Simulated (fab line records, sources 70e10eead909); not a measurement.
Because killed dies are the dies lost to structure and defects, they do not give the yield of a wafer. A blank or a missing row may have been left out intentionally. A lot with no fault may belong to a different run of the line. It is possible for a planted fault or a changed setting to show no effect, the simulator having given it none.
Matching of chambers -- flow nand harc -- pecvd-01 running NHARC_A_M0_DEP_32: 3 sister chambers
The step deposits SiCN, target thk 30 nm. 6 wafers are shown with their chamber, then 10 later ones without.

WAFERS, EACH WITH ITS CHAMBER
wafer,chamber,heater power w (W)
L089.1,2,593
L089.5,2,613
L091.4,1,625
L091.6,0,457
L094.2,1,597
L094.5,0,525

WAFERS WITH NO CHAMBER GIVEN
wafer,heater power w (W)
L094.6,579
L094.1,607
L094.3,524
L094.4,598
L096.1,490
L096.2,610
L096.5,504
L097.2,529
L097.3,631
L097.5,531

EACH ONE'S CHAMBER
wafer,from the rows above,in truth
L094.6,can't be placed: 2 or 1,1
L094.1,can't be placed: 1 or 2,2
L094.3,can't be placed: 0 or 2 or 1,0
L094.4,can't be placed: 2 or 1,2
L096.1,0,0
L096.2,can't be placed: 1 or 2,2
L096.5,0,0
L097.2,can't be placed: 0 or 2 or 1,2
L097.3,can't be placed: 1 or 2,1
L097.5,can't be placed: 0 or 2 or 1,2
Placed correctly: 2 of 10. Not placeable from these rows: 8 (in 8, the candidates include the true chamber). 0 placed wrongly.
How it was worked out, from the rows above alone: a wafer's distance from a chamber is the root of the sum, over the readings, of the square of ((its reading less the chamber's mean) divided by the reading's scatter). The wafer belongs to the nearest chamber; if the next one is less than 2 further off, it can't be placed. For every chamber, the mean is computed from those of its wafers that are shown. The scatter: the root of (the sum of the squares of (reading less its chamber's mean) over the shown wafers, divided by (wafers less chambers)).
